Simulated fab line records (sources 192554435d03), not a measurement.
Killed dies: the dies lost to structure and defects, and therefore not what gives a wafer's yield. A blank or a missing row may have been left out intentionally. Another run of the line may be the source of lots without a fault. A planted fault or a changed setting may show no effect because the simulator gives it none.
fab line records	flow n5Finfet
[record] lots = 7	wafers = 21
route steps=1938 shown WELL_APT@21 FIN_SAQP@108 DUMMY_GATE@221 SD_EPI_N@288 SD_EPI_P@321
startH: start of the lot's first displayed wafer, in hours after the record's first day	waitH: how many hours have passed since the lot's step before this one	" the same as in the row above	L1.1+2: a single row standing in for several wafers	- no value, or no start was given	* or withheld: withheld	< > ~ a bound
route shown NAME@n: a module of which the file shows steps, and the number in the route of the first	usual: mean/standard deviation of fault-free wafers	same: alike in all rows	chamber/n: place in a boat	sites: each site's reading	_std_site: the standard deviation of these	_edge_site: inner sites' mean taken away from outer sites' mean	radiusMm: how far each site lies from the wafer's centre	mask NAME#n: copy n	behind: the last tool/chamber to shape the wafer	hold: reason for holding the lot/hours on hold/outcome of the hold	device: whichever transistor did not switch (one of n, p or np)	end of line: the route-end tests of the same wafers	where a step has no rows: the recipe by itself	killed: at the first sort, the dies lost to defects and structure; wafer yield is something else	map: shows each die of a wafer: x if killed, . if not, _ if none is there
set.NAME: the setting that was run; set.NAME@STEP: the one run at that earlier step	model.NAME: the simulator's own value behind a step, which no gauge read
lots run with intentionally changed settings; tables by step, rows by wafer
[[steps]]
[step N5_WELL_APT_COAT_02]
[recipe] spinRpm = 1357	resistThkNm = 950
lot.wafer	tool	chamber	startH	waitH	set.spinRpm	model.coat_of_WELL_APT_COAT_02.thkNm
L074.2	lithoTrack-01	0	-	-	1435	920.8
L074.4	"	0	"	"	1435	917.9
L074.6	"	0	"	"	1435	920.5
L080.2	lithoTrack-04	0	-	-	1357	944.3
L080.5	"	0	"	"	1357	944.4
L080.6	"	0	"	"	1357	945.1
L081.1	lithoTrack-01	0	-	-	1357	947.4
L081.3	"	0	"	"	1275	979.3
L081.5	"	0	"	"	1357	946.7
L084.2	lithoTrack-01	0	-	-	1357	951.4
L084.3	"	0	"	"	1310	965.5
L084.4	"	0	"	"	1310	966.9
L085.1	lithoTrack-04	0	-	-	1357	952.4
L085.2	"	0	"	"	1357	949.6
L085.3	"	0	"	"	1357	951.2
L089.1	lithoTrack-04	0	-	-	1357	950.2
L089.4	"	0	"	"	1470	910.7
L089.6	"	0	"	"	1470	914.7
L094.1	lithoTrack-03	0	-	-	1357	944.5
L094.2	"	0	"	"	1357	948.3
L094.6	"	0	"	"	1357	942.3
[step N5_WELL_APT_EXPOSE_22]
[recipe] maskId = PWELL	na = 0.8	sourceShape = conventional	sigmaOuter = 0.8	polarization = unpolarized	defocusNm = 0	targetCdNm = 200	doseMj = 23.2
lot.wafer	tool	chamber	startH	waitH	mask	set.doseMj
L074.2+6	krfScanner-02	0	14.79	-	PWELL#0	22.66
L074.4	"	0	"	"	PWELL#0	23.2
L080.2+6	krfScanner-02	0	50.86	-	PWELL#0	23.2
L080.5	"	0	"	"	PWELL#0	21.79
L081.1+3	krfScanner-02	0	56.71	-	PWELL#0	24.92
L081.5	"	0	"	"	PWELL#0	23.2
L084.2	krfScanner-01	0	75.37	-	PWELL#0	24.24
L084.3+4	"	0	"	"	PWELL#0	23.2
L085.1+3	krfScanner-02	0	80.90	-	PWELL#0	23.2
L085.2	"	0	"	"	PWELL#0	22.32
L089.1+4+6	krfScanner-02	0	104.85	-	PWELL#0	23.2
L094.1+2+6	krfScanner-01	0	134.78	-	PWELL#0	23.2
[step N5_WELL_APT_PEB_23]
[recipe] pebTempC = 130	pebTimeS = 90
lot.wafer	tool	chamber	startH	waitH	set.pebTempC
L074.2	lithoTrack-03	0	14.84	0.0	132.5
L074.4+6	"	0	"	"	130
L080.2+5+6	lithoTrack-04	0	50.91	0.0	130
L081.1	lithoTrack-03	0	56.76	0.1	126.6
L081.3+5	"	0	"	"	130
L084.2+4	lithoTrack-04	0	75.42	0.0	130
L084.3	"	0	"	"	127.1
L085.1	lithoTrack-01	0	80.96	0.1	130
L085.2+3	"	0	"	"	131.6
L089.1	lithoTrack-04	0	104.91	0.1	126.5
L089.4+6	"	0	"	"	130
L094.1+2+6	lithoTrack-04	0	134.84	0.1	130
[step N5_WELL_APT_DEVELOP_24]
[recipe] developTimeS = 45	rinseLiquid = surfactantRinse	dry = airSpin	devTempC = 21
[step N5_WELL_APT_HARDBAKE_29]
[recipe] tempC = 130	timeS = 120
[step N5_WELL_APT_CD_MEAS_25]
[recipe] targetCdNm = 200	landingEnergyEv = 500	detector = seInlens
[usual] cdNm = 199.4/1.9
lot.wafer	tool	chamber	startH	waitH	set.doseMj@WELL_APT_EXPOSE_22	set.pebTempC@WELL_APT_PEB_23	cdNm
L074.2	cdSem-01	0	14.96	-	22.66	132.5	206.6
L074.4	"	0	"	"	23.2	130	200.8
L074.6	"	0	"	"	22.66	130	192.1
L080.2	cdSem-01	0	51.03	-	23.2	130	198.2
L080.5	"	0	"	"	21.79	130	187.5
L080.6	"	0	"	"	23.2	130	199.9
L081.1	cdSem-02	0	56.88	-	24.92	126.6	189.4
L081.3	"	0	"	"	24.92	130	215.3
L081.5	"	0	"	"	23.2	130	200.8
L084.2	cdSem-02	0	75.54	-	24.24	130	207.6
L084.3	"	0	"	"	23.2	127.1	183.4
L084.4	"	0	"	"	23.2	130	199.8
L085.1	cdSem-03	0	81.07	-	23.2	130	197.8
L085.2	"	0	"	"	22.32	131.6	200.3
L085.3	"	0	"	"	23.2	131.6	207.2
L089.1	cdSem-03	0	105.02	-	23.2	126.5	177.4
L089.4	"	0	"	"	23.2	130	198.7
L089.6	"	0	"	"	23.2	130	199.7
L094.1	cdSem-03	0	134.95	-	23.2	130	199.5
L094.2	"	0	"	"	23.2	130	200.7
L094.6	"	0	"	"	23.2	130	199.3
[step N5_WELL_APT_DESCUM_30]
[recipe] chemistry = O2	timeS = 7.9	sourcePowerW = 50	biasPowerW = 20	pressureMtorr = 20	rfFrequencyHz = 2.712e+07	tempC = 40	o2FlowSccm = 225
lot.wafer	tool	chamber	startH	waitH	set.doseMj@WELL_APT_EXPOSE_22	set.pebTempC@WELL_APT_PEB_23	model.WELL_APT.cdNm
L074.2	rieDiel-03	1	15.04	0.0	22.66	132.5	206.8
L074.4	"	0	"	"	23.2	130	200.7
L074.6	"	3	"	"	22.66	130	192
L080.2	rieDiel-02	2	51.12	0.0	23.2	130	198.4
L080.5	"	1	"	"	21.79	130	187.3
L080.6	"	0	"	"	23.2	130	199.9
L081.1	rieDiel-02	2	56.97	0.0	24.92	126.6	189.5
L081.3	"	3	"	"	24.92	130	215.3
L081.5	"	0	"	"	23.2	130	200.5
L084.2	rieDiel-03	2	75.62	0.0	24.24	130	207
L084.3	"	1	"	"	23.2	127.1	183.4
L084.4	"	2	"	"	23.2	130	199.7
L085.1	rieDiel-04	2	81.16	0.0	23.2	130	197.8
L085.2	"	1	"	"	22.32	131.6	200.4
L085.3	"	0	"	"	23.2	131.6	207.4
L089.1	rieDiel-02	2	105.11	0.0	23.2	126.5	177.4
L089.4	"	1	"	"	23.2	130	198.8
L089.6	"	2	"	"	23.2	130	199.8
L094.1	rieDiel-02	1	135.12	0.1	23.2	130	199.8
L094.2	"	3	"	"	23.2	130	200.7
L094.6	"	3	"	"	23.2	130	199
[step N5_FIN_SAQP_EXPOSE_13]
[recipe] maskId = FIN_CORE	na = 1.35	sourceShape = dipole	sigmaInner = 0.538	sigmaOuter = 0.738	polarization = te	targetCdNm = 35.6	doseMj = 63.25
lot.wafer	tool	chamber	startH	waitH	mask	set.doseMj
L074.2+4	arfiScanner-02	0	21.61	-	FIN_CORE#0	63.25
L074.6	"	0	"	"	FIN_CORE#0	66.95
L080.2+6	arfiScanner-03	0	57.47	-	FIN_CORE#0	60.64
L080.5	"	0	"	"	FIN_CORE#0	63.25
L081.1	arfiScanner-02	0	63.35	-	FIN_CORE#0	59.3
L081.3+5	"	0	"	"	FIN_CORE#0	63.25
L084.2+3	arfiScanner-03	0	82.23	-	FIN_CORE#0	63.25
L084.4	"	0	"	"	FIN_CORE#0	59.35
L085.1+2+3	arfiScanner-03	0	87.73	-	FIN_CORE#0	63.25
L089.1+4+6	arfiScanner-03	0	111.45	-	FIN_CORE#0	63.25
L094.1+2+6	arfiScanner-02	0	141.67	-	FIN_CORE#0	63.25
[step N5_FIN_SAQP_PEB_14]
[recipe] pebTempC = withheld	pebTimeS = 60	resist = CAR-ArF
[step N5_FIN_SAQP_DEVELOP_15]
[recipe] developTimeS = 30	developer = TMAH	resist = CAR-ArF	devTempC = 23	rinseLiquid = diw	dry = airSpin
[step N5_FIN_SAQP_CD_MEAS_16]
[recipe] targetCdNm = 35.6	landingEnergyEv = 500	detector = seInlens
[usual] cdNm = 35.4/0.34
lot.wafer	tool	chamber	startH	waitH	set.doseMj@FIN_SAQP_EXPOSE_13	cdNm
L074.2	cdSem-03	0	21.74	-	63.25	35.3
L074.4	"	0	"	"	63.25	35.8
L074.6	"	0	"	"	66.95	34.1
L080.2	cdSem-01	0	57.60	-	60.64	35.9
L080.5	"	0	"	"	63.25	35.3
L080.6	"	0	"	"	60.64	36.4
L081.1	cdSem-03	0	63.47	-	59.3	37.3
L081.3	"	0	"	"	63.25	35.5
L081.5	"	0	"	"	63.25	34.6
L084.2	cdSem-01	0	82.35	-	63.25	35.7
L084.3	"	0	"	"	63.25	35.2
L084.4	"	0	"	"	59.35	37.1
L085.1	cdSem-03	0	87.86	-	63.25	36.0
L085.2	"	0	"	"	63.25	36.0
L085.3	"	0	"	"	63.25	35.8
L089.1	cdSem-02	0	111.58	-	63.25	35.4
L089.4	"	0	"	"	63.25	35.5
L089.6	"	0	"	"	63.25	35.4
L094.1	cdSem-01	0	141.79	-	63.25	34.9
L094.2	"	0	"	"	63.25	35.6
L094.6	"	0	"	"	63.25	35.1
[step N5_FIN_SAQP_ETCH_52]
[recipe] chemistry = N2/H2	target = SOC	targetDepthA = 1000	overetchA = 200	maskMaterial = SiARC	tempC = 40	timeS = 150	ionEnergyEv = 200	pressureMtorr = 30	sourceW = 840	biasW = 150	n2FlowSccm = 200	h2FlowSccm = 200	ends = endPoint
[usual] rfVppV = 523.4/2.7
lot.wafer	tool	chamber	startH	waitH	set.sourceW	rfVppV
L074.2	rieDiel-02	3	21.92	0.0	840	524.9
L074.4	"	1	"	"	771	541.2
L074.6	"	2	"	"	840	527.3
L080.2	rieDiel-02	2	57.99	0.0	840	524.5
L080.5	"	2	"	"	840	527.7
L080.6	"	1	"	"	840	527.2
L081.1	rieDiel-04	3	63.66	0.0	840	526.2
L081.3	"	2	"	"	898	509.5
L081.5	"	1	"	"	840	524.2
L084.2	rieDiel-04	2	82.63	0.0	840	522.1
L084.3	"	1	"	"	840	523.5
L084.4	"	0	"	"	840	520.7
L085.1	rieDiel-03	3	88.05	0.0	840	521.2
L085.2	"	2	"	"	840	526.0
L085.3	"	1	"	"	840	525.0
L089.1	rieDiel-02	3	112.04	0.0	840	524.4
L089.4	"	2	"	"	840	526.3
L089.6	"	0	"	"	840	520.2
L094.1	rieDiel-04	0	141.98	0.0	840	518.6
L094.2	"	2	"	"	840	521.2
L094.6	"	1	"	"	840	524.2
[step N5_FIN_SAQP_FIN_ETCH_36]
[recipe] chemistry = HBr/Cl2/O2	targetDepthA = 1200	maskMaterial = SiNx	timeS = 50.4	biasW = 102	pressureMtorr = 10	icpW = 800	HBr_flow_sccm = 150	Cl2_flow_sccm = 80	O2_flow_sccm = 12
[usual] oesProductAu = 1.003/0.019
lot.wafer	tool	chamber	startH	waitH	set.icpW	oesProductAu	model.etch.depthNm	model.FIN_SAQP.featureDepthNm
L074.2	rieSi-06	2	25.73	0.0	800	1.010	121.3	121.2
L074.4	"	0	"	"	800	0.996	119.3	119.2
L074.6	"	0	"	"	800	0.994	118.5	118.6
L080.2	rieSi-03	2	61.97	0.0	800	1.005	122	122
L080.5	"	3	"	"	800	1.039	124.9	124.8
L080.6	"	2	"	"	695.3	0.959	114.6	114.6
L081.1	rieSi-03	1	68.11	0.0	715	0.965	113.9	114
L081.3	"	0	"	"	715	0.974	113.5	113.6
L081.5	"	3	"	"	800	1.029	123.7	123.8
L084.2	rieSi-03	1	86.48	0.0	741.8	0.969	116.3	116.2
L084.3	"	2	"	"	800	1.016	123.1	123
L084.4	"	3	"	"	800	1.039	124	124
L085.1	rieSi-02	3	93.13	0.0	800	0.954	116.2	116.2
L085.2	"	1	"	"	727.9	0.940	110.8	110.8
L085.3	"	0	"	"	800	1.001	118.2	118.2
L089.1	rieSi-03	1	116.86	0.0	800	0.995	119.7	119.6
L089.4	"	0	"	"	800	1.009	121.1	121
L089.6	"	0	"	"	800	1.014	120.3	120.2
L094.1	rieSi-06	3	145.80	0.0	800	1.001	118.1	118.2
L094.2	"	0	"	"	800	0.983	117.9	118
L094.6	"	0	"	"	800	0.980	117	117
[step N5_FIN_SAQP_PRECLEAN_38]
[recipe] chemistry = O3/DIW	timeS = 45	tempC = 22	o3Ppm = 10
[step N5_FIN_SAQP_PRECLEAN_45]
[recipe] chemistry = dHF	timeS = 10	dilution = 500:1	tempC = 25
[step N5_FIN_SAQP_SRD_39]
[recipe] dry = ipaMarangoni	timeS = 30	tempC = 23	rinseLiquid = diw
[step N5_FIN_SAQP_OCD_MEAS_76]
[usual] trenchDepthNm = 120.1/2
lot.wafer	tool	chamber	startH	waitH	set.icpW@FIN_SAQP_FIN_ETCH_36	trenchDepthNm
L074.2	ocd-02	-	25.95	0.0	800	121.5
L074.4	"	-	"	"	800	119.4
L074.6	"	-	"	"	800	118.8
L080.2	ocd-02	-	62.19	0.0	800	122.2
L080.5	"	-	"	"	800	124.8
L080.6	"	-	"	"	695.3	114.6
L081.1	ocd-01	-	68.33	0.0	715	114.4
L081.3	"	-	"	"	715	113.3
L081.5	"	-	"	"	800	123.9
L084.2	ocd-02	-	86.71	0.0	741.8	116.3
L084.3	"	-	"	"	800	122.9
L084.4	"	-	"	"	800	123.9
L085.1	ocd-02	-	93.48	0.0	800	116.1
L085.2	"	-	"	"	727.9	111.0
L085.3	"	-	"	"	800	118.1
L089.1	ocd-01	-	117.08	0.0	800	120.1
L089.4	"	-	"	"	800	121.2
L089.6	"	-	"	"	800	120.3
L094.1	ocd-01	-	146.09	0.0	800	117.6
L094.2	"	-	"	"	800	117.8
L094.6	"	-	"	"	800	117.0
[step N5_DUMMY_GATE_PECVD_30]
[recipe] material = SiO2	targetThkA = 550	tempC = 400	precursor = TEOS/O2	pressureTorr = 6.5	rfW = withheld	teosFlowSccm = withheld	gas = O2	flowSccm = 2650	timeS = 10.8
lot.wafer	tool	chamber	startH	waitH	set.timeS	model.SiO2_of_DUMMY_GATE_PECVD_30.thkNm
L074.2	pecvd-01	0	44.71	0.0	9.877	50.6
L074.4	"	2	"	"	10.8	56.8
L074.6	"	0	"	"	9.877	52
L080.2	pecvd-04	1	83.92	0.0	10.8	53.6
L080.5	"	1	"	"	10.8	55.2
L080.6	"	0	"	"	10.8	55.6
L081.1	pecvd-04	0	89.31	0.0	11.49	58.6
L081.3	"	1	"	"	10.8	54.4
L081.5	"	1	"	"	11.49	58.8
L084.2	pecvd-02	0	106.21	0.0	10.8	53.4
L084.3	"	2	"	"	10.8	54.4
L084.4	"	0	"	"	11.23	56
L085.1	pecvd-04	0	115.36	0.0	10.8	54.4
L085.2	"	1	"	"	9.616	48.8
L085.3	"	2	"	"	9.616	47.8
L089.1+6	pecvd-02	2,1	139.82	0.0	10.8	55
L089.4	"	2	"	"	11.98	61.8
L094.1	pecvd-02	1	164.52	0.0	10.8	54.8
L094.2	"	2	"	"	10.8	55.4
L094.6	"	1	"	"	10.8	55.6
[step N5_DUMMY_GATE_COAT_34]
[recipe] resist = SOC	tempC = 250	timeS = 60	spinRpm = 1500	resistThkNm = 60
[step N5_DUMMY_GATE_COAT_35]
[recipe] resist = SiARC	tempC = 220	timeS = 60	spinRpm = 1500	resistThkNm = 10
[step N5_DUMMY_GATE_ETCH_31]
[recipe] chemistry = C4F6/O2	target = SiO2	maskMaterial = SOC	targetDepthA = 825	timeS = 27.5	ionEnergyEv = 250	pressureMtorr = 30	sourceW = 345	biasW = 185	Ar_flow_sccm = 300	C4F6_flow_sccm = 10	O2_flow_sccm = 10
[step N5_DUMMY_GATE_STRIP_41]
[recipe] chemistry = O2	powerW = 400	tempC = 40	pressureMtorr = 30	rfFrequencyHz = 6e+07	biasPowerW = 0	overashFraction = 0.3	o2FlowSccm = 225
[step N5_DUMMY_GATE_HM_OPEN_21]
[recipe] chemistry = CH3F/O2	target = SiNx	targetDepthA = 1200	Ar_flow_sccm = 150	CH3F_flow_sccm = 30	O2_flow_sccm = 23	timeS = 171.4	pressureMtorr = 30	sourceW = 395	biasW = 73	ionEnergyEv = 120.7
lot.wafer	tool	chamber	startH	waitH	set.timeS@DUMMY_GATE_PECVD_30	model.SiO2_of_DUMMY_GATE_PECVD_30.thkNm
L074.2	rieDiel-05	1	45.71	0.0	9.877	40.8
L074.4	"	2	"	"	10.8	46.6
L074.6	"	2	"	"	9.877	41.8
L080.2	rieDiel-05	2	85.02	0.0	10.8	43.6
L080.5	"	1	"	"	10.8	45.4
L080.6	"	0	"	"	10.8	45.6
L081.1	rieDiel-05	1	90.29	0.0	11.49	48.8
L081.3	"	2	"	"	10.8	44.4
L081.5	"	0	"	"	11.49	48.6
L084.2	rieDiel-06	3	107.30	0.0	10.8	43.4
L084.3	"	0	"	"	10.8	44.8
L084.4	"	2	"	"	11.23	46.2
L085.1	rieDiel-05	0	116.32	0.0	10.8	44.4
L085.2	"	2	"	"	9.616	38.8
L085.3	"	3	"	"	9.616	38.2
L089.1	rieDiel-01	2	140.79	0.0	10.8	45.4
L089.4	"	0	"	"	11.98	51.8
L089.6	"	2	"	"	10.8	45.2
L094.1	rieDiel-01	1	165.80	0.0	10.8	44.4
L094.2	"	2	"	"	10.8	45.6
L094.6	"	2	"	"	10.8	45.8
[step N5_DUMMY_GATE_ETCH_32]
[recipe] chemistry = CF4	target = SiO2	targetDepthA = 35	timeS = 3.9	ionEnergyEv = 350	pressureMtorr = 10	icpW = 800	biasW = 400	cf4FlowSccm = 80
lot.wafer	tool	chamber	startH	waitH	set.timeS@DUMMY_GATE_PECVD_30	model.SiO2_of_DUMMY_GATE_PECVD_30.thkNm
L074.2	rieSi-05	1	45.87	0.1	9.877	37.2
L074.4	"	3	"	"	10.8	43.2
L074.6	"	3	"	"	9.877	38.4
L080.2	rieSi-04	1	85.18	0.1	10.8	40
L080.5	"	1	"	"	10.8	41.8
L080.6	"	2	"	"	10.8	42.2
L081.1	rieSi-04	0	90.45	0.1	11.49	45.4
L081.3	"	2	"	"	10.8	41
L081.5	"	2	"	"	11.49	45.2
L084.2	rieSi-01	2	107.46	0.1	10.8	40
L084.3	"	0	"	"	10.8	41.4
L084.4	"	1	"	"	11.23	42.8
L085.1	rieSi-01	3	116.48	0.1	10.8	40.8
L085.2	"	2	"	"	9.616	35.4
L085.3	"	1	"	"	9.616	34.8
L089.1	rieSi-01	2	140.95	0.1	10.8	42
L089.4	"	0	"	"	11.98	48.4
L089.6	"	3	"	"	10.8	41.8
L094.1	rieSi-04	0	165.96	0.1	10.8	41
L094.2+6	"	1,3	"	"	10.8	42.2
[step N5_DUMMY_GATE_ETCH_23]
[recipe] chemistry = HBr/Cl2/O2	HBr_flow_sccm = 150	Cl2_flow_sccm = 80	O2_flow_sccm = 12	biasW = 102	targetDepthA = 410	timeS = 22.3	target = poly-Si	maskMaterial = SiO2	pressureMtorr = 10	icpW = 800
[step N5_DUMMY_GATE_ETCH_44]
[recipe] chemistry = HBr/O2	overEtchFrac = 0.7	targetDepthA = 1275	stopOn = SiO2	ionEnergyEv = 60	biasW = 20	target = poly-Si	maskMaterial = SiO2	pressureMtorr = 20	icpW = 400	HBr_flow_sccm = 120	O2_flow_sccm = 10
lot.wafer	tool	chamber	startH	waitH	set.timeS@DUMMY_GATE_PECVD_30	model.SiO2_of_DUMMY_GATE_PECVD_30.thkNm
L074.2	rieSi-05	1	45.96	0.0	9.877	33.4
L074.4	"	3	"	"	10.8	39.8
L074.6	"	3	"	"	9.877	35
L080.2	rieSi-04	1	85.27	0.0	10.8	36.4
L080.5+6	"	1,2	"	"	10.8	38.4
L081.1	rieSi-04	0	90.54	0.0	11.49	42
L081.3	"	2	"	"	10.8	37.2
L081.5	"	2	"	"	11.49	41.4
L084.2	rieSi-01	2	107.55	0.0	10.8	36.4
L084.3	"	0	"	"	10.8	37.8
L084.4	"	1	"	"	11.23	39.4
L085.1	rieSi-01	3	116.57	0.0	10.8	37.2
L085.2	"	2	"	"	9.616	31.8
L085.3	"	1	"	"	9.616	31.2
L089.1	rieSi-01	2	141.04	0.0	10.8	38.4
L089.4	"	0	"	"	11.98	45
L089.6	"	3	"	"	10.8	38.2
L094.1	rieSi-04	0	166.05	0.0	10.8	37.4
L094.2+6	"	1,3	"	"	10.8	38.6
[step N5_SD_EPI_N_EPI_21]
[recipe] material = Si:P	dopant = P	tempC = 680	pressureTorr = 255	timeS = 690
lot.wafer	tool	chamber	startH	waitH	set.tempC	model.Si-P_of_SD_EPI_N_EPI_21.thkNm
L074.2	epiRpcvd-02	0	49.56	0.5	680	59.4
L074.4	"	0	"	"	680	59.2
L074.6	"	0	"	"	683.6	62.8
L080.2	epiRpcvd-02	0	89.04	0.4	683.2	63.2
L080.5	"	0	"	"	680	59.8
L080.6	"	0	"	"	680	60.8
L081.1	epiRpcvd-01	0	94.44	0.2	680	59.2
L081.3	"	0	"	"	680	59.6
L081.5	"	0	"	"	680	59
L084.2	epiRpcvd-02	0	111.36	0.5	680	58.8
L084.3+4	"	0	"	"	680	58.6
L085.1	epiRpcvd-02	0	120.18	0.1	680	58.6
L085.2	"	0	"	"	680	57.8
L085.3	"	0	"	"	680	58.2
L089.1	epiRpcvd-01	0	144.41	0.2	680	59.6
L089.4	"	0	145.53	1.2	680	59.8
L089.6	"	0	"	"	680	59.4
L094.1	epiRpcvd-03	0	169.61	0.1	680	61.2
L094.2	"	0	"	"	680	60.2
L094.6	"	0	171.01	1.4	680	60.8
[step N5_SD_EPI_N_PRECLEAN_24]
[recipe] chemistry = O3/DIW	timeS = 60	tempC = 22	o3Ppm = 10
[step N5_SD_EPI_P_EPI_21]
[recipe] material = SiGe:B	dopant = B	tempC = 550	pressureTorr = 20	ambient = H2	timeS = 355
[step N5_SD_EPI_P_HM_STRIP_48]
[recipe] chemistry = H3PO4	tempC = 160	material = SiNx	target = SiNx	targetDepthA = 30	overetchFraction = 0.3
lot.wafer	tool	chamber	startH	waitH	set.tempC@SD_EPI_N_EPI_21	model.Si-P_of_SD_EPI_N_EPI_21.thkNm
L074.2	wetBench-02	7	56.87	0.0	680	58.8
L074.4	"	3	"	"	680	58.6
L074.6	"	6	"	"	683.6	62
L080.2	wetBench-02	4	95.09	0.0	683.2	62.6
L080.5	"	2	"	"	680	59.2
L080.6	"	5	"	"	680	60.2
L081.1	wetBench-02	4	102.28	0.1	680	58.4
L081.3	"	1	"	"	680	59
L081.5	"	5	"	"	680	58.2
L084.2	wetBench-05	7	121.13	0.0	680	58.2
L084.3	"	1	"	"	680	57.8
L084.4	"	5	"	"	680	58
L085.1	wetBench-05	6	126.55	0.0	680	57.8
L085.2	"	7	"	"	680	57.2
L085.3	"	5	"	"	680	57.4
L089.1+4	wetBench-02	0,5	152.09	0.0	680	59
L089.6	"	7	"	"	680	58.6
L094.1	wetBench-02	5	175.84	0.0	680	60.4
L094.2	"	2	"	"	680	59.6
L094.6	"	3	"	"	680	60.2
[[key]]
[split] step = N5_WELL_APT_COAT_02	setting = spinRpm	stated = 1357	by = wafer
[response] step = N5_WELL_APT_COAT_02	reading = model.coat_of_WELL_APT_COAT_02.thkNm	change = -4.73	per = 1%	r = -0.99
[split] step = N5_WELL_APT_EXPOSE_22	setting = doseMj	stated = 23.2	by = wafer
[response] step = N5_WELL_APT_CD_MEAS_25	reading = cdNm	slope = +1.82	per = 1%	togetherWith = pebTempC@WELL_APT_PEB_23	explained = 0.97
[response] step = N5_WELL_APT_DESCUM_30	reading = model.WELL_APT.cdNm	slope = +1.83	per = 1%	togetherWith = pebTempC@WELL_APT_PEB_23	explained = 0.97
[split] step = N5_WELL_APT_PEB_23	setting = pebTempC	stated = 130	by = wafer
[response] step = N5_WELL_APT_CD_MEAS_25	reading = cdNm	change = +7.39	per = 1%	r = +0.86
[response] step = N5_WELL_APT_DESCUM_30	reading = model.WELL_APT.cdNm	change = +7.37	per = 1%	r = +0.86
[split] step = N5_FIN_SAQP_EXPOSE_13	setting = doseMj	stated = 63.25	by = wafer
[response] step = N5_FIN_SAQP_CD_MEAS_16	reading = cdNm	change = -0.288	per = 1%	r = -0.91
[split] step = N5_FIN_SAQP_ETCH_52	setting = sourceW	stated = 840	by = wafer
[response] step = N5_FIN_SAQP_ETCH_52	reading = rfVppV	change = -2.02	per = 1%	r = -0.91
[split] step = N5_FIN_SAQP_FIN_ETCH_36	setting = icpW	stated = 800	by = wafer
[response] step = N5_FIN_SAQP_FIN_ETCH_36	reading = oesProductAu	change = +0.00533	per = 1%	r = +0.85
[response] step = N5_FIN_SAQP_FIN_ETCH_36	reading = model.etch.depthNm	change = +0.794	per = 1%	r = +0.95
[response] step = N5_FIN_SAQP_FIN_ETCH_36	reading = model.FIN_SAQP.featureDepthNm	change = +0.794	per = 1%	r = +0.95
[response] step = N5_FIN_SAQP_OCD_MEAS_76	reading = trenchDepthNm	change = +0.785	per = 1%	r = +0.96
[split] step = N5_DUMMY_GATE_PECVD_30	setting = timeS	stated = 10.8	by = wafer
[response] step = N5_DUMMY_GATE_PECVD_30	reading = model.SiO2_of_DUMMY_GATE_PECVD_30.thkNm	change = +0.607	per = 1%	r = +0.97
[response] step = N5_DUMMY_GATE_HM_OPEN_21	reading = model.SiO2_of_DUMMY_GATE_PECVD_30.thkNm	change = +0.587	per = 1%	r = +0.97
[response] step = N5_DUMMY_GATE_ETCH_32	reading = model.SiO2_of_DUMMY_GATE_PECVD_30.thkNm	change = +0.584	per = 1%	r = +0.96
[response] step = N5_DUMMY_GATE_ETCH_44	reading = model.SiO2_of_DUMMY_GATE_PECVD_30.thkNm	change = +0.6	per = 1%	r = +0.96
[split] step = N5_SD_EPI_N_EPI_21	setting = tempC	stated = 680	by = wafer
[response] step = N5_SD_EPI_N_EPI_21	reading = model.Si-P_of_SD_EPI_N_EPI_21.thkNm	change = +6.41	per = 1%	r = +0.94
[response] step = N5_SD_EPI_P_HM_STRIP_48	reading = model.Si-P_of_SD_EPI_N_EPI_21.thkNm	change = +6.2	per = 1%	r = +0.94
